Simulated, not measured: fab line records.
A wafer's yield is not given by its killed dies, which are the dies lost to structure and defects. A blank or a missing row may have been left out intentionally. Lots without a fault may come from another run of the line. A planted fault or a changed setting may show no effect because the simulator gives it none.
The tool behind it: which one?    flow nand_harc    38 wafers from 13 lots sampled at 4 of the route's 1302 steps

== WHAT THE GAUGES READ, wafer by wafer ==
NHARC_A_ZERO_WELL_INSPECT_17. Usual: raw_defect_count reads 11 (standard deviation 5.8).
lot   measured      on                 raw_defect_count  flag
L958  day 7 05:19   defect_inspect-02  12 18 14          
L960  day 7 20:41   defect_inspect-01  8 10 10           
L961  day 8 01:49   defect_inspect-02  22 13 21          
L963  day 9 02:04   defect_inspect-02  10 12 14          
L964  day 9 03:31   defect_inspect-02  6 9 4             
L965  day 9 15:32   defect_inspect-01  28 16 16          
L966  day 10 04:32  defect_inspect-02  7 11 6            
L970  day 11 17:31  defect_inspect-01  9 4 8             
L971  day 12 03:54  defect_inspect-02  7 2               
L976  day 14 09:37  defect_inspect-01  5 5 3             
L977  day 14 13:48  defect_inspect-01  2 4 12            
L978  day 15 08:36  defect_inspect-01  9 4 11            
L980  day 16 05:52  defect_inspect-02  16 17 10          

NHARC_A_ONON_D1_THK_MEAS_18: measures by ellipsometry. Usual: thk_nm reads 1000 nm (standard deviation 11).
lot   measured      on             thk_nm (nm)     flag
L958  day 8 11:17   film_metro-02  1001 1002 1003  
L960  day 9 05:38   film_metro-02  987 987 989     
L961  day 9 05:37   film_metro-01  999 1001 999    
L963  day 10 11:00  film_metro-01  1000 1002 1000  
L964  day 10 11:00  film_metro-02  1011 1011 1012  
L965  day 11 07:56  film_metro-01  1018 1016 1017  
L966  day 11 13:31  film_metro-01  991 992 991     
L970  day 12 23:33  film_metro-02  976 978 977     
L971  day 13 10:35  film_metro-02  993 993         
L976  day 15 17:58  film_metro-02  1003 1003 1003  
L977  day 15 17:59  film_metro-01  977 976 977     
L978  day 16 16:42  film_metro-01  1011 1012 1013  
L980  day 17 14:34  film_metro-02  1007 1007 1007  

NHARC_A_ONON_D1_THK_MEAS_30: measures by ellipsometry. Usual: thk_nm reads 997 nm (standard deviation 12).
lot   measured      on             thk_nm (nm)     flag
L958  day 8 13:34   film_metro-02  991 994 992     
L960  day 9 07:54   film_metro-02  1010 1010 1008  
L961  day 9 07:54   film_metro-02  1001 1001 1003  
L963  day 10 13:16  film_metro-02  988 984 986     
L964  day 10 13:18  film_metro-01  1004 1004 1003  
L965  day 11 10:13  film_metro-02  1000 997 1000   
L966  day 11 15:47  film_metro-02  995 996 994     
L970  day 13 01:49  film_metro-01  999 999 996     
L971  day 13 12:52  film_metro-02  1108 980        OFF
L976  day 15 20:14  film_metro-02  1011 1012 1013  
L977  day 15 20:14  film_metro-01  1001 1002 1003  
L978  day 16 18:58  film_metro-01  1002 1004 1002  
L980  day 17 16:49  film_metro-01  1005 1003 1003  

== WHICH TOOL RAN EACH LOT (tool, then ch and the chambers of the sampled wafers, then the start) ==
lot   NHARC_A_ONON_D1_DEP_28
L958  pecvd_onon-02 ch 0, day 8 13:02
L960  pecvd_onon-01 ch 0, day 9 07:23
L961  pecvd_onon-04 ch 0, day 9 07:30
L963  pecvd_onon-01 ch 0, day 10 12:52
L964  pecvd_onon-04 ch 0, day 10 12:46
L965  pecvd_onon-04 ch 0, day 11 09:41
L966  pecvd_onon-04 ch 0, day 11 15:17
L970  pecvd_onon-01 ch 0, day 13 01:22
L971  pecvd_onon-04 ch 0, day 13 12:25
L976  pecvd_onon-02 ch 0, day 15 19:44
L977  pecvd_onon-04 ch 0, day 15 19:53
L978  pecvd_onon-04 ch 0, day 16 18:28
L980  pecvd_onon-04 ch 0, day 17 16:19
- NHARC_A_ONON_D1_DEP_28: target thk 1000 nm.

== WHAT THE TOOLS THEMSELVES READ (means of the sampled wafers that have a number; where no wafer has one, the mark that the record gives instead) ==
The record holds no such reading with a usual standard deviation.

== THE ANSWER, worked out from the rows above alone ==
Rule: a lot is off if the mean of its wafers that have a number lies more than 3 standard deviations from the usual mean. A lot without any number at a reading at which 4 lots or more have one is off too. Any other lot the step has rows for is counted as sound. Order of review: gauges by route order, followed by the tools' own readings, for which a lot's mean as printed above is used. The first step at which some lot is off is used, and at that step the reading that is off furthest; a lot without a number counts as furthest.
Off, at NHARC_A_ONON_D1_THK_MEAS_30 on thk_nm: L971.
If a tool, at a process step before that reading, ran all the lots that are off and no sound lot after the first of them, it fits. Those tools and the gauges at NHARC_A_ONON_D1_THK_MEAS_30 are tried in the same way. Of those tried, none fits.

== WHAT THE SIMULATOR HAD INSERTED ==
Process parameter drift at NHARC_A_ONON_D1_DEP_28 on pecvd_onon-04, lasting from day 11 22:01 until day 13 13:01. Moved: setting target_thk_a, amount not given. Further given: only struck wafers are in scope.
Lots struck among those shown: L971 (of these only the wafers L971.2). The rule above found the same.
